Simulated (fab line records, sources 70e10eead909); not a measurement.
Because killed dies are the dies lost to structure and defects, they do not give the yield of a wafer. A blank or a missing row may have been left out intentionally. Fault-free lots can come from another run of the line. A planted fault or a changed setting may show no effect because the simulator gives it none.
Matching of chambers :: flow nandHarc :: pecvd-04 running NHARC_A_M0_DEP_32: 3 sister chambers
The step deposits SiCN, target thk 30 nm. 6 wafers are shown with their chamber, then 12 later ones without.

== WAFERS PAIRED WITH THEIR CHAMBERS ==
wafer: L090.2
chamber: 1
heaterPowerW (W): 587

wafer: L090.4
chamber: 1
heaterPowerW (W): 588

wafer: L090.5
chamber: 2
heaterPowerW (W): 586

wafer: L090.1
chamber: 0
heaterPowerW (W): 497

wafer: L090.3
chamber: 2
heaterPowerW (W): 597

wafer: L090.6
chamber: 0
heaterPowerW (W): 499

== WAFERS MISSING THEIR CHAMBER ==
wafer: L091.1
heaterPowerW (W): 597

wafer: L091.4
heaterPowerW (W): 430

wafer: L091.5
heaterPowerW (W): 597

wafer: L096.1
heaterPowerW (W): 541

wafer: L096.2
heaterPowerW (W): 671

wafer: L096.3
heaterPowerW (W): 479

wafer: L097.1
heaterPowerW (W): 674

wafer: L097.3
heaterPowerW (W): 484

wafer: L097.5
heaterPowerW (W): 554

wafer: L097.2
heaterPowerW (W): 560

wafer: L097.4
heaterPowerW (W): 676

wafer: L097.6
heaterPowerW (W): 486

== WHICH CHAMBER EACH ONE RAN IN ==
wafer: L091.1
from the rows above: can't be placed: 2 or 1
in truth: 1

wafer: L091.4
from the rows above: 0
in truth: 0

wafer: L091.5
from the rows above: can't be placed: 2 or 1
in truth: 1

wafer: L096.1
from the rows above: can't be placed: 0 or 1 or 2
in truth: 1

wafer: L096.2
from the rows above: can't be placed: 2 or 1
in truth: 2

wafer: L096.3
from the rows above: 0
in truth: 0

wafer: L097.1
from the rows above: can't be placed: 2 or 1
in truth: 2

wafer: L097.3
from the rows above: 0
in truth: 0

wafer: L097.5
from the rows above: can't be placed: 1 or 2
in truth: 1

wafer: L097.2
from the rows above: can't be placed: 1 or 2
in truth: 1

wafer: L097.4
from the rows above: can't be placed: 2 or 1
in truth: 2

wafer: L097.6
from the rows above: 0
in truth: 0
4 of 12 placed correctly. Unplaceable from these rows: 8, with the true chamber sitting among the candidates in 8. Placed wrongly: 0.
How it was worked out, from the rows above alone: a wafer's distance from a chamber is the root of the sum, over the readings, of the square of ((its reading less the chamber's mean) divided by the reading's scatter). The wafer belongs to the nearest chamber; if the next one is less than 2 further off, it can't be placed. The mean given for a chamber averages the wafers shown for that chamber. How the scatter is found: for the shown wafers, subtract from each reading the mean of its chamber, square and add these, divide the total by (wafers less chambers), then take the root.
